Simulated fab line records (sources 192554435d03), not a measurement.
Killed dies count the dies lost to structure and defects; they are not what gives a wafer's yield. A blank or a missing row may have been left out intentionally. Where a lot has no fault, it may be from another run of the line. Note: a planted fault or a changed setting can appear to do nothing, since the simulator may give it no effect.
Struck lot and sound lot, side by side :: flow n5 finfet :: 13 steps out of a route of 1938
Sound: wafers L739.1, L739.3, L739.4. Struck: wafer L749.6. (L749.2, L749.4 of the same lot were not struck and are left out.) The cause comes at the end.
Each step with rows lists, per side, the tool, then ch with its chambers, then its first start. Under that, the readings that differ: sound wafers :: struck wafers :: difference of the means :: sigmas: that difference in standard deviations of wafers without a fault.
alike: a reading whose means differ by less than 2 such deviations, as well as words and numbers matching on both sides. not compared: withheld readings; readings where some wafer has no value; bounds like >300 that might hide an equal value; numbers whose values overlap and for which the record gives no deviation.
The two part at a step that has a row with sigmas, a row that says differs or no value, or rows on one side only. Numbers that have no deviation but don't overlap get no sigmas and don't part them. A reading that every wafer of one side lacks parts them only if that side has two wafers or more.

first, 2 steps without rows for these wafers: N5_BEOL_M15_DESCUM_33 (chemistry O2, time 7.9 s); N5_BEOL_M15_ETCH_61 (etches BARC in N2/H2, target depth 89 nm, overetch 26.7 nm, time 67.9 s).
N5_BEOL_M15_TRENCH_ETCH_34: etches SiO2 in C4F8/O2/Ar, target depth 872.93 nm, time 199 s.
  sound on rie diel-04 ch 1,2,3, day 11 15:08; struck on rie diel-03 ch 3, day 13 23:32
reading: oes product au (a.u.)
sound: 0.68 0.74 0.83
struck: 0.93
difference: +0.18
sigmas: +2
  alike: bias w, drypump motor current A, he outer torr, rf vpp V, showerhead plenum p Torr, throttle valve pct
  not compared: rf hours counter h
then, 1 step without rows for these wafers: N5_BEOL_M15_STRIP_36 (strips in O2).
N5_BEOL_M15_STRIP_62: strips in O2.
  sound: rie diel-01 ch 1,2,3; struck: rie diel-03 ch 3
reading: oes product au (a.u.)
sound: 0.82 0.76 0.73
struck: 0.94
difference: +0.17
sigmas: +2
  alike: drypump motor current A, o2 flow sccm, rf vpp V, showerhead plenum p Torr, throttle valve pct
  not compared: rf hours counter h
N5_BEOL_M15_STRIP_37: strips in O2.
  sound: rie diel-01 ch 1,2,3; struck: rie diel-03 ch 3
reading: oes product au (a.u.)
sound: 0.80 0.75 0.74
struck: 0.94
difference: +0.18
sigmas: +2
  alike: drypump motor current A, o2 flow sccm, rf vpp V, showerhead plenum p Torr, throttle valve pct
  not compared: rf hours counter h
N5_BEOL_M15_ETCH_38: etches SiCN in CF4/N2, target depth 106.4 nm, time 120.5 s.
  sound: rie diel-01 ch 1,2,3; struck: rie diel-03 ch 3
reading: bias w (W)
sound: 69.90 69.97 69.84
struck: 70.36
difference: +0.46
sigmas: +2
  alike: drypump motor current A, oes product au, rf vpp V, showerhead plenum p Torr, throttle valve pct
  not compared: rf hours counter h
then, 3 steps without rows for these wafers: N5_BEOL_M15_PRECLEAN_39 (cleans in residue remover, time 60 s); N5_BEOL_M15_SRD_40 (time 30 s, dry time 30 s); N5_BEOL_M15_DEGAS_41 (time 60 s).
N5_BEOL_M15_PRE_CLEAN_42: time 30 s.
  sound on pvd sputter-02 at day 11 19:05; struck on pvd sputter-02 at day 14 00:09
  alike: heater power w
N5_BEOL_M15_SPUTTER_43: material TaN, target thk 15 nm, time 24.19 s.
  sound on pvd sputter-02 at day 11 19:07; struck on pvd sputter-02 at day 14 00:11
reading: model.TaN_of_BEOL_M15_SPUTTER_43.thk nm (nm)
sound: 15 15.2 15.2
struck: 14.6
difference: -0.5
sigmas: 
  alike: throttle valve pct
then, 1 step without rows for these wafers: N5_BEOL_M15_SPUTTER_44 (material Ta, target thk 15 nm, time 24.19 s).

== WHERE THEY PART ==
First at N5_BEOL_M15_TRENCH_ETCH_34; last, within this record, at N5_BEOL_M15_ETCH_38. Later steps at which nothing parts them and some readings are alike: N5_BEOL_M15_PRE_CLEAN_42, N5_BEOL_M15_SPUTTER_43.

WHY: whatever the simulator had introduced
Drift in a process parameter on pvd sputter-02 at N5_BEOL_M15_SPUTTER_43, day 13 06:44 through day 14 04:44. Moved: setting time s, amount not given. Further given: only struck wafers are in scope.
